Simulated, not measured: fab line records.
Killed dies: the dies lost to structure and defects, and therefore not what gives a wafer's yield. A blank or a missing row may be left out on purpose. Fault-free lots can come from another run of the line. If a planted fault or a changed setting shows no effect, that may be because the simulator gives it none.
3 desks looking at one fault ; flow n5_finfet ; each desk holds nothing but its own numbers, with what lay behind them at the end

## THE DEFECT DESK
Lot by lot, what the route's inspections counted, given as the mean of those sampled wafers with a number. Any lot whose mean is over 4 standard deviations away from the usual mean is out of limits and marked OUT; that distance is given in the brackets.
Columns: A = raw_defect_count at N5_HKMG_FIN_INSPECT_14, usual 2.0
lot;first seen here;A
L398;day 4 11:22;2.0
L399;day 4 17:44;2.7
L401;day 5 02:04;2.7
L405;day 6 01:44;0.5
L406;day 6 09:59;1.5
L412;day 7 18:13;2.0
L415;day 8 17:48;2.3
L416;day 8 22:56;2.3
L419;day 9 17:28;1.0
L420;day 10 01:50;1.3
This desk found nothing out of limits on any of the 10 lots.

## METROLOGY DESK
Lot by lot, what the gauges showed, no matter which tool ran the lot: averages of those sampled wafers that carry a number. Any lot whose mean is over 4 standard deviations away from the usual mean is out of limits and marked OUT; that distance is given in the brackets. Of its 10 readings 7 are shown: those that lie furthest out on some lot.
Columns: A = DIBL_P at N5_BEOL_M4_RC_MEAS_101, usual 35.8 mV/V; B = IOFF_P at N5_BEOL_M4_RC_MEAS_101, usual 0.21 nA/um; C = ION_P at N5_BEOL_M4_RC_MEAS_101, usual 463 uA/um; D = SS_N at N5_BEOL_M4_RC_MEAS_101, usual 71.3 mV/dec; E = SS_P at N5_BEOL_M4_RC_MEAS_101, usual 73.1 mV/dec; F = VT_N at N5_BEOL_M4_RC_MEAS_101, usual 250 mV; G = VT_P at N5_BEOL_M4_RC_MEAS_101, usual -251 mV
lot;first seen here;A;B;C;D;E;F;G
L398;day 8 07:27;36.0;0.20;462;70.5;73.3;248;-251
L399;day 8 09:34;33.5;0.20;464;71.3;72.4;252;-250
L401;day 8 18:11;36.7;0.22;470;71.7;73.7;250;-249
L405;day 10 13:59;37.0;0.21;467;71.3;73.0;252;-250
L406;day 10 21:38;34.2;0.16;452;70.7;73.1;250;-257
L412;day 12 04:47;37.8;0.22;464;71.6;74.1;248;-250
L415;day 12 15:37;33.4;0.19;465;71.4;72.9;249;-252
L416;day 13 04:11;33.8;0.19;460;70.5;72.6;251;-249
L419;day 13 22:01;36.0;0.21;461;71.3;73.7;250;-250
L420;day 14 03:22;34.8;0.16;459;70.8;72.6;255;-254
This desk found nothing out of limits on any of the 10 lots.

## TOOL OWNER'S DESK, rie_diel-02
The tool's own readings at N5_HKMG_FIN_ETCH_35 (etches SOC in N2/H2, target depth 215.8 nm, time 243.4 s): means of the sampled wafers that have a number, for each lot that ran on this tool. Any lot whose mean is over 4 standard deviations away from the usual mean is out of limits and marked OUT; that distance is given in the brackets.
Columns: A = drypump_motor_current_A at N5_HKMG_FIN_ETCH_35, usual 5.9 A; B = oes_product_au at N5_HKMG_FIN_ETCH_35, usual 0.77 a.u.; C = rf_vpp_V at N5_HKMG_FIN_ETCH_35, usual 141.7 V; D = run_length_s at N5_HKMG_FIN_ETCH_35, usual 266.8 s; E = showerhead_plenum_p_Torr at N5_HKMG_FIN_ETCH_35, usual 2.56 Torr; F = throttle_valve_pct at N5_HKMG_FIN_ETCH_35, usual 17.88 %
lot;first seen here;A;B;C;D;E;F
L401;day 5 02:29;6.0;0.78;142.2;267.0;2.51;17.76
L405;day 6 02:05;6.3;0.79;141.2;272.5 (+10) OUT;2.49;17.70
L406;day 6 10:19;6.3;0.79;142.0;272.1 (+9.6) OUT;2.49;17.71
L419;day 9 18:05;6.0;0.75;141.9;266.9;2.49;17.82
This desk's verdict: out of limits on L405, L406, starting with L405 at day 6 02:05 (run_length_s at N5_HKMG_FIN_ETCH_35). L401, L419: within limits.

## TAKEN TOGETHER
At day 6 02:05, on L405, L406, the tool owner's desk was in a position to raise an alarm.
Nothing out of limits was seen by the defect desk.
The metrology desk saw nothing out of limits.
The defect desk has L405, L406 on record, within its limits.
The metrology desk holds a record of L405, L406, inside its limits.
N5_HKMG_FIN_ETCH_35 was run on rie_diel-02 by each of the lots named.

## WHAT THE SIMULATOR HAD PUT IN
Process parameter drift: rie_diel-02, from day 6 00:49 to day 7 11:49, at N5_HKMG_FIN_ETCH_35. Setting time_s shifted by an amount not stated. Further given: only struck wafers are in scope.
Struck lots among those shown: L405, L406.
How many hours passed from the start of the fault until each desk's first out-of-limits reading: the tool owner's desk, 1.
